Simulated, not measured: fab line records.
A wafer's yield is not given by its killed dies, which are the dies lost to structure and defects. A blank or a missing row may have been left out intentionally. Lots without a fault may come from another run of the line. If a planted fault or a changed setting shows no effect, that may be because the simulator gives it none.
Chamber matching / flow n5 finfet / N5_GATE_CUT_CMP_61 on cmp-02 has 4 sister chambers
The step polishes, stops on SiNx, t overpolish 3 s. 22 wafers are shown with their chamber, then 11 later ones without.

EACH WAFER AND ITS CHAMBER
wafer=L074.1; chamber=0; motor current A (A)=12.0; platen rpm (rpm)=27.075
wafer=L074.2; chamber=2; motor current A (A)=11.0; platen rpm (rpm)=27.083
wafer=L074.3; chamber=1; motor current A (A)=13.1; platen rpm (rpm)=27.062
wafer=L077.1; chamber=3; motor current A (A)=13.4; platen rpm (rpm)=27.065
wafer=L077.5; chamber=1; motor current A (A)=12.7; platen rpm (rpm)=27.070
wafer=L077.6; chamber=0; motor current A (A)=11.0; platen rpm (rpm)=27.093
wafer=L081.1; chamber=0; motor current A (A)=11.6; platen rpm (rpm)=27.108
wafer=L081.2; chamber=3; motor current A (A)=13.8; platen rpm (rpm)=27.135
wafer=L081.6; chamber=2; motor current A (A)=11.2; platen rpm (rpm)=27.099
wafer=L083.1; chamber=3; motor current A (A)=13.7; platen rpm (rpm)=27.056
wafer=L083.3; chamber=0; motor current A (A)=11.7; platen rpm (rpm)=27.103
wafer=L083.5; chamber=0; motor current A (A)=11.9; platen rpm (rpm)=27.105
wafer=L084.1; chamber=3; motor current A (A)=12.8; platen rpm (rpm)=27.072
wafer=L084.3; chamber=2; motor current A (A)=10.5; platen rpm (rpm)=27.108
wafer=L084.6; chamber=1; motor current A (A)=13.5; platen rpm (rpm)=27.109
wafer=L087.3; chamber=1; motor current A (A)=13.2; platen rpm (rpm)=27.078
wafer=L087.5; chamber=1; motor current A (A)=13.2; platen rpm (rpm)=27.097
wafer=L087.6; chamber=0; motor current A (A)=11.4; platen rpm (rpm)=27.082
wafer=L091.1; chamber=2; motor current A (A)=10.9; platen rpm (rpm)=27.101
wafer=L091.5; chamber=2; motor current A (A)=11.4; platen rpm (rpm)=27.077
wafer=L091.6; chamber=3; motor current A (A)=13.3; platen rpm (rpm)=27.087
wafer=L090.1; chamber=2; motor current A (A)=11.1; platen rpm (rpm)=27.065

SIGNATURES, as means of the wafers listed above
reading=motor current A; chamber 0=11.600; chamber 1=13.140; chamber 2=11.017; chamber 3=13.400; scatter within a chamber=0.34
reading=platen rpm; chamber 0=27.09433; chamber 1=27.08320; chamber 2=27.08883; chamber 3=27.08300; scatter within a chamber=0.0206
Rule: distance of a wafer from a chamber = root of the sum over the readings of ((wafer's reading minus chamber's mean) / reading's scatter) squared. The wafer belongs to the nearest chamber; if the next one is less than 2 further off, it can't be placed. The scatter: the root of (the sum of the squares of (reading less its chamber's mean) over the shown wafers, divided by (wafers less chambers)).

WAFERS WHOSE CHAMBER IS MISSING
wafer=L090.3; motor current A (A)=12.5; platen rpm (rpm)=27.094
wafer=L090.5; motor current A (A)=10.9; platen rpm (rpm)=27.099
wafer=L093.1; motor current A (A)=13.7; platen rpm (rpm)=27.102
wafer=L093.2; motor current A (A)=13.7; platen rpm (rpm)=27.092
wafer=L093.4; motor current A (A)=11.9; platen rpm (rpm)=27.101
wafer=L094.2; motor current A (A)=13.6; platen rpm (rpm)=27.066
wafer=L094.4; motor current A (A)=12.5; platen rpm (rpm)=27.084
wafer=L094.6; motor current A (A)=13.0; platen rpm (rpm)=27.075
wafer=L096.2; motor current A (A)=12.4; platen rpm (rpm)=27.079
wafer=L096.4; motor current A (A)=12.9; platen rpm (rpm)=27.094
wafer=L096.6; motor current A (A)=12.9; platen rpm (rpm)=27.067

EACH ONE'S CHAMBER
wafer=L090.3; from the rows above=can't be placed: 1 or 0 or 3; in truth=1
wafer=L090.5; from the rows above=can't be placed: 2 or 0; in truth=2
wafer=L093.1; from the rows above=can't be placed: 3 or 1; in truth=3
wafer=L093.2; from the rows above=can't be placed: 3 or 1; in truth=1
wafer=L093.4; from the rows above=can't be placed: 0 or 2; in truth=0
wafer=L094.2; from the rows above=can't be placed: 3 or 1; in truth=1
wafer=L094.4; from the rows above=can't be placed: 1 or 3 or 0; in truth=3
wafer=L094.6; from the rows above=can't be placed: 1 or 3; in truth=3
wafer=L096.2; from the rows above=can't be placed: 1 or 0 or 3 or 2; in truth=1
wafer=L096.4; from the rows above=can't be placed: 1 or 3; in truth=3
wafer=L096.6; from the rows above=can't be placed: 1 or 3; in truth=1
Correctly placed: 0 of 11. Can't be placed from these rows: 11 (the true chamber is among the candidates in 11). Wrongly placed: 0.
